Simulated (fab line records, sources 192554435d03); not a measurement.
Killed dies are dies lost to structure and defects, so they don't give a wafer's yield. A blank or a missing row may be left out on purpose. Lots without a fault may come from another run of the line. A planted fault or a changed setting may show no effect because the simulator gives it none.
Chamber matching | flow n5_finfet | N5_BEOL_M6_PECVD_70 on pecvd-01: 3 sister chambers
The step deposits SiO2 from TEOS/O2, target thk 20 nm, time 22.7 s. 3 wafers are shown with their chamber, then 7 later ones without.

WAFERS WITH THEIR CHAMBER
wafer  | chamber | heater_power_w (W)
L083.4 | 1       | 924
L083.6 | 2       | 583
L087.5 | 0       | 794

WAFERS WITHOUT THEIR CHAMBER
wafer  | heater_power_w (W)
L087.6 | 804
L089.1 | 874
L089.3 | 749
L089.4 | 729
L090.3 | 790
L090.5 | 937
L090.6 | 771

WHICH CHAMBER EACH WENT THROUGH
wafer  | from the rows above     | in truth
L087.6 | 0                       | 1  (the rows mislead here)
L089.1 | can't be placed: 1 or 0 | 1
L089.3 | 0                       | 0
L089.4 | 0                       | 0
L090.3 | 0                       | 0
L090.5 | 1                       | 1
L090.6 | 0                       | 0
Placed correctly: 5 of 7. Can't be placed from these rows: 1 (the true chamber is among the candidates in 1). Placed wrongly: 1.
How it was worked out, from the rows above alone: a wafer's distance from a chamber is the root of the sum, over the readings, of the square of ((its reading less the chamber's mean) divided by the reading's scatter). The wafer belongs to the nearest chamber; if the next one is less than 2 further off, it can't be placed. A chamber's mean is the mean of its shown wafers. The scatter: with one shown wafer a chamber, the root of the mean of the squares of how far each hidden wafer lies from its nearest shown one.
